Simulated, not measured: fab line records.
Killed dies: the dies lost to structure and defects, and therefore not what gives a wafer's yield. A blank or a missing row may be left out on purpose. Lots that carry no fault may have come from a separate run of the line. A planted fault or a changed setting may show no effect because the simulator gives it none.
fab line records | flow nand-harc
record lots=12 wafers=36 last-day=24
route steps=1159 shown A_STAIRCASE@550
lots with no fault: from the same line, run without faults
start-h: hours from the record's opening day to when the first of the lot's shown wafers began | wait-h: hours elapsed since this lot's preceding step | " same as the row above | L1.1+2: a row that stands for several wafers | - no value, or no start given | * or withheld: withheld | < > ~ a bound
route shown NAME@n: a module of which the file shows steps, and the number in the route of the first | usual: the fault-free wafers' mean and standard deviation | same: alike in all rows | chamber/n: place in a boat | sites: readings site by site | _std_site: their standard deviation | _edge_site: mean of outer sites minus mean of inner sites | radius-mm: how far each site lies from the wafer's centre | mask NAME#n: copy n | behind: tool/chamber where the wafer was last shaped | hold: the reason the lot was held/the length of the hold in hours/how it ended | device: transistor that didn't switch, given as n, p or np | end of line: tests of these same wafers at the route's end | a step without rows: its recipe alone | killed: dies lost to structure and defects at the first sort, not the wafer's yield | map: the dies of a wafer, with x for killed, . for not killed, _ for no die there
set.NAME: the setting as run; set.NAME@STEP: as run at that earlier step | model.NAME: the simulator's own value behind a step, which no gauge read
route steps across a sampled set of lots; one table per step, one row per wafer
services: the hour from which a tool's chamber was out of use, counted from the record's first day as start-h (under 0 if before that day), plus the number of hours and why
## steps
# step NHARC_A_STAIRCASE_TRIM_14
# recipe time-s=211.2 o2-flow-sccm=500 ar-flow-sccm=0 bias-w=0 chemistry=O2
# usual drypump-motor-current-A=5.6/0.42 oes-product-au=1.003/0.0066 rf-vpp-V=57.7/0.87 showerhead-plenum-p-Torr=3.50/0.16 throttle-valve-pct=17.036/0.0083
# columns lot.wafer tool chamber start-h wait-h drypump-motor-current-A oes-product-au rf-hours-counter-h rf-vpp-V showerhead-plenum-p-Torr throttle-valve-pct
L151.2 rie-diel-05 0 - - 6.1 1.008 26 57.0 3.28 17.041
L151.3 " 1 " " 6.0 0.994 24 58.0 3.51 17.044
L151.5 " 3 " " 5.0 1.007 - 56.8 3.46 17.023
L152.2 rie-diel-05 0 - - 6.0 1.001 28 56.4 3.28 17.028
L152.5 " 3 " " 5.0 1.001 - 57.2 3.46 17.025
L152.6 " 0 " " 6.1 1.009 - 56.7 3.28 17.033
L155.1 rie-diel-01 2 - - 5.4 1.003 52 58.1 3.35 17.038
L155.4 " 3 " " 5.1 0.992 51 58.9 3.30 17.044
L155.6 " 2 " " 5.4 1.005 - 57.4 3.35 17.042
L156.2 rie-diel-01 0 - - 5.6 0.994 47 57.3 3.40 17.034
L156.4 " 1 " " 6.0 0.997 53 57.8 3.67 17.020
L156.5 " 3 " " 5.0 0.996 - 56.8 3.30 17.052
L158.4 rie-diel-05 0 - - 6.1 0.995 40 57.8 3.27 17.037
L158.3 " 1 " " 6.1 1.004 37 57.2 3.51 17.042
L158.2 " 2 " " 5.3 1.014 37 58.5 3.56 17.040
L159.1 rie-diel-05 0 - - 6.1 1.006 41 58.5 3.27 17.030
L159.2 " 1 " " 6.0 0.996 38 58.3 3.51 17.024
L159.5 " 0 " " 6.1 1.002 - 55.5 3.27 17.037
L157.4 rie-diel-10 2 - - 6.1 1.007 32 57.6 3.71 17.038
L157.1 " 0 " " 5.2 1.008 35 58.5 3.35 17.048
L157.6 " 3 " " 5.3 1.001 - 58.0 3.66 17.034
L160.1 rie-diel-01 0 - - 5.6 0.997 56 57.9 3.39 17.034
L160.2 " 1 " " 6.0 0.990 63 57.7 3.66 17.035
L160.4 " 3 " " 5.0 1.005 63 58.0 3.29 17.041
L163.1 rie-diel-05 1 - - 6.0 1.002 51 57.4 3.50 17.044
L163.3 " 2 " " 5.3 1.009 49 56.5 3.55 17.030
L163.5 " 3 " " 5.0 1.014 - 58.3 3.45 17.033
L166.4 rie-diel-10 1 - - 5.4 0.998 52 58.1 3.78 17.030
L166.1 " 2 " " 6.1 1.009 51 58.4 3.70 17.040
L166.6 " 1 " " 5.4 1.002 - 58.4 3.78 17.036
L168.3 rie-diel-10 2 - - 6.1 0.998 57 57.3 3.69 17.029
L168.4 " 0 " " 5.2 1.002 58 56.9 3.34 17.035
L168.1 " 1 " " 5.4 0.995 57 57.6 3.78 17.041
L173.2 rie-diel-01 3 - - 5.0 1.004 21 57.8 3.80 17.022
L173.1 " 0 " " 5.6 1.013 20 58.7 3.38 17.042
L173.5 " 2 " " 5.4 1.012 - 57.2 3.33 17.034
# step NHARC_A_STAIRCASE_TRIM_196
# recipe time-s=211.2 o2-flow-sccm=500 ar-flow-sccm=0 bias-w=0 chemistry=O2
# usual drypump-motor-current-A=5.6/0.4 oes-product-au=1.001/0.0075 rf-vpp-V=57.6/0.95 showerhead-plenum-p-Torr=3.52/0.17 throttle-valve-pct=17.037/0.0081
# columns lot.wafer tool chamber start-h wait-h drypump-motor-current-A oes-product-au rf-hours-counter-h rf-vpp-V showerhead-plenum-p-Torr throttle-valve-pct
L151.2 rie-diel-10 0 249.35 0.1 5.2 1.001 25 57.8 3.35 17.043
L151.3 " 3 " " 5.3 0.996 24 56.8 3.66 17.023
L151.5 " 0 " " 5.2 0.995 - 56.9 3.35 17.040
L152.2 rie-diel-01 0 253.80 0.1 5.6 0.996 41 57.4 3.40 17.032
L152.6 " 3 " " 5.0 1.001 - 56.1 3.30 17.035
L152.5 " 0 " " 5.6 1.001 - 56.1 3.40 17.030
L155.4 rie-diel-10 0 268.26 0.1 5.3 1.012 30 55.9 3.35 17.043
L155.1 " 2 " " 6.1 1.009 27 58.9 3.71 17.044
L155.6 " 0 " " 5.2 1.007 - 58.0 3.35 17.039
L156.4 rie-diel-10 3 282.73 0.1 5.3 1.003 34 58.2 3.66 17.038
L156.2 " 1 " " 5.4 0.986 32 59.2 3.79 17.030
L156.5 " 2 " " 6.1 1.006 - 58.3 3.71 17.044
L158.3 rie-diel-05 2 289.11 0.1 5.4 1.000 39 58.1 3.55 17.031
L158.4 " 3 " " 5.0 1.021 37 57.6 3.45 17.048
L158.2 " 0 " " 6.1 0.997 43 55.1 3.27 17.039
L159.1 rie-diel-05 1 293.31 0.1 6.1 1.007 43 57.2 3.50 17.033
L159.2 " 2 " " 5.3 0.996 41 58.5 3.55 17.044
L159.5 " 1 " " 6.0 1.013 - 57.2 3.50 17.045
L157.1 rie-diel-05 1 293.70 0.1 6.0 1.002 43 57.8 3.50 17.036
L157.6 " 0 " " 6.1 0.981 - 56.6 3.27 17.044
L157.4 " 1 " " 6.1 0.999 - 57.4 3.50 17.043
L160.1 rie-diel-05 1 304.76 0.1 6.0 0.999 47 57.8 3.50 17.050
L160.2 " 2 " " 5.4 1.003 45 57.8 3.55 17.037
L160.4 " 1 " " 6.0 1.007 - 58.0 3.50 17.049
L163.3 rie-diel-05 1 322.16 0.1 6.1 1.005 54 58.2 3.50 17.044
L163.1 " 2 " " 5.4 0.999 52 57.7 3.55 17.014
L163.5 " 0 " " 6.1 0.994 - 57.7 3.27 17.043
L166.1 rie-diel-01 1 334.84 0.1 6.0 0.998 5 59.4 3.66 17.039
L166.4 " 2 " " 5.4 0.998 6 55.8 3.34 17.045
L166.6 " 0 " " 5.5 1.005 - 56.8 3.39 17.034
L168.3 rie-diel-10 3 349.56 0.1 5.3 1.001 60 58.1 3.64 17.045
L168.4 " 0 " " 5.2 1.010 61 57.3 3.34 17.027
L168.1 " 2 " " 6.1 1.013 59 58.5 3.69 17.042
L173.2 rie-diel-05 0 368.54 0.1 6.1 1.006 9 59.3 3.80 17.054
L173.1 " 3 " " 5.0 1.007 11 58.4 3.44 17.033
L173.5 " 0 " " 6.1 1.006 - 57.9 3.80 17.034
# step NHARC_A_STAIRCASE_ETCH_199
# recipe target-depth-a=1000 time-s=40.5 ion-energy-ev=400 c4f8-flow-sccm=20 o2-flow-sccm=10 ar-flow-sccm=withheld rf-w=600 bias-w=1000 chemistry=C4F8/O2
# usual oes-product-au=0.943/0.012 rf-vpp-V=896/6.2 run-length-s=61.7/0.34
# columns lot.wafer tool chamber start-h wait-h oes-product-au rf-hours-counter-h rf-vpp-V run-length-s
L151.2 rie-diel-10 0 - - 0.952 25 889 61.5
L151.3 " 1 " " 0.936 22 906 62.1
L151.5 " 0 " " 0.952 - 891 61.6
L152.2 rie-diel-01 2 - - 0.931 49 889 62.2
L152.6 " 0 " " 0.928 - 891 61.5
L152.5 " 1 " " 0.938 - 901 62.1
L155.4 rie-diel-10 2 - - 0.957 27 902 61.8
L155.1 " 3 " " 0.949 30 901 61.4
L155.6 " 3 " " 0.952 - 899 61.7
L156.2 rie-diel-10 1 - - 0.926 32 904 62.1
L156.4 " 2 " " 0.917 32 903 62.2
L156.5 " 0 " " 0.937 - 891 61.6
L158.2 rie-diel-05 3 - - 0.949 37 892 62.0
L158.3 " 0 " " 0.939 43 886 61.2
L158.4 " 2 " " 0.937 39 897 61.6
L159.1 rie-diel-05 2 - - 0.938 42 898 62.4
L159.2 " 0 " " 0.936 46 886 61.2
L159.5 " 0 " " 0.926 - 887 61.5
L157.1 rie-diel-05 0 - - 0.925 47 886 61.4
L157.4 " 0 " " 0.935 - 885 61.5
L157.6 " 1 " " 0.940 - 895 61.8
L160.1 rie-diel-05 1 - - 0.939 47 894 62.1
L160.2 " 2 " " 0.956 45 897 62.4
L160.4 " 1 " " 0.946 - 895 61.8
L163.1 rie-diel-05 3 - - 0.968 45 894 61.3
L163.3 " 0 " " 0.952 57 884 61.5
L163.5 " 2 " " 0.952 - 897 61.9
L166.4 rie-diel-01 3 - - 0.939 7 906 62.3
L166.1 " 2 " " 0.949 6 889 62.1
L166.6 " 0 " " 0.964 - 891 61.3
L168.3 rie-diel-10 3 - - 0.930 61 901 61.9
L168.1 " 1 " " 0.940 60 904 62.0
L168.4 " 2 " " 0.947 59 902 61.7
L173.1 rie-diel-05 2 - - 0.961 11 897 61.7
L173.2 " 3 " " 0.956 11 893 61.6
L173.5 " 0 " " 0.967 - 905 61.3
# step NHARC_A_STAIRCASE_ETCH_201
# recipe target-depth-a=1000 time-s=40.5 ion-energy-ev=400 c4f8-flow-sccm=20 o2-flow-sccm=10 ar-flow-sccm=withheld rf-w=600 bias-w=1000 chemistry=C4F8/O2
# usual oes-product-au=0.944/0.0099 rf-vpp-V=896/6.3 run-length-s=61.7/0.33
# columns lot.wafer tool chamber start-h wait-h oes-product-au rf-hours-counter-h rf-vpp-V run-length-s
L151.3 rie-diel-10 0 250.09 - 0.966 25 890 61.3
L151.2 " 1 " " 0.952 23 906 61.9
L151.5 " 1 " " 0.952 - 907 62.0
L152.2 rie-diel-01 3 254.80 - 0.936 48 887 61.9
L152.6 " 2 " " 0.933 - 891 62.2
L152.5 " 3 " " 0.935 - 889 62.3
L155.4 rie-diel-10 1 268.92 - 0.927 28 905 61.9
L155.1 " 0 " " 0.954 30 889 61.3
L155.6 " 1 " " 0.944 - 905 62.1
L156.2 rie-diel-10 0 283.90 - 0.956 34 889 61.7
L156.4 " 1 " " 0.934 32 905 61.8
L156.5 " 0 " " 0.956 - 889 61.3
L158.3 rie-diel-05 1 289.85 - 0.935 40 895 61.9
L158.4 " 2 " " 0.960 39 899 62.2
L158.2 " 3 " " 0.959 37 893 61.4
L159.2 rie-diel-05 0 294.18 - 0.930 47 886 61.7
L159.1 " 2 " " 0.946 42 897 61.8
L159.5 " 2 " " 0.945 - 898 61.7
L157.1 rie-diel-05 2 294.58 - 0.935 42 896 61.9
L157.4 " 1 " " 0.941 - 896 61.6
L157.6 " 2 " " 0.933 - 898 61.6
L160.2 rie-diel-05 2 305.51 - 0.949 45 896 62.0
L160.1 " 1 " " 0.938 47 895 61.6
L160.4 " 1 " " 0.939 - 895 62.2
L163.3 rie-diel-05 3 322.80 - 0.951 45 892 61.3
L163.1 " 0 " " 0.946 57 885 61.3
L163.5 " 1 " " 0.943 - 896 61.5
L166.4 rie-diel-01 0 335.55 - 0.947 7 891 61.3
L166.1 " 3 " " 0.957 7 906 62.0
L166.6 " 0 " " 0.946 - 891 61.3
L168.3 rie-diel-10 3 350.24 - 0.927 61 901 62.1
L168.1 " 1 " " 0.930 60 905 61.8
L168.4 " 2 " " 0.937 59 902 59.5
L173.2 rie-diel-05 1 369.21 - 0.965 9 895 61.7
L173.1 " 2 " " 0.957 11 896 62.1
L173.5 " 0 " " 0.948 - 909 61.9
## services
# columns tool chamber start-h hours kind
rie-diel-05 0 222.88 - clean
rie-diel-05 1 222.88 - clean
rie-diel-05 2 222.88 - clean
rie-diel-05 3 222.88 - clean
rie-diel-05 3 238.27 3.0 repair
rie-diel-05 0 247.88 - clean
rie-diel-05 1 247.88 - clean
rie-diel-05 2 247.88 - clean
rie-diel-05 3 247.88 - clean
rie-diel-05 0 272.38 - clean
rie-diel-05 1 272.38 - clean
rie-diel-05 2 272.38 - clean
rie-diel-05 3 272.38 - clean
rie-diel-05 0 296.92 - clean
rie-diel-05 1 296.92 - clean
rie-diel-05 2 296.92 - clean
rie-diel-05 3 296.92 - clean
rie-diel-01 - 315.10 9.0 pm
rie-diel-05 0 321.44 - clean
rie-diel-05 1 321.44 - clean
rie-diel-05 2 321.44 - clean
rie-diel-05 3 321.44 - clean
rie-diel-05 - 340.75 9.0 pm
rie-diel-10 - 353.50 9.0 pm
## key
first-sign step=NHARC_A_STAIRCASE_ETCH_201 reading=run-length-s direction=down sigmas=6.8 usual=* struck=*
effect none on later readings
met-at NHARC_A_STAIRCASE_ETCH_201
struck-lots L168
struck-wafers L168.4
tester-left-out L168
not-acting-at NHARC_A_STAIRCASE_TRIM_14,NHARC_A_STAIRCASE_TRIM_196,NHARC_A_STAIRCASE_ETCH_199
fault kind=process-parameter-drift tool=rie-diel-10 chamber=2 onset-h=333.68 steps=NHARC_A_STAIRCASE_ETCH_201 channel=time-s offset=* shape=step end-h=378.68 acts-in=* stated=*
# tester-left-out: of these lots the tester's yield and bins aren't shown, on N5 and GAA mostly nor the transistor test; their killed dies are dies lost to structure and defects alone, not to doping, threshold or leakage, so they don't give the yield
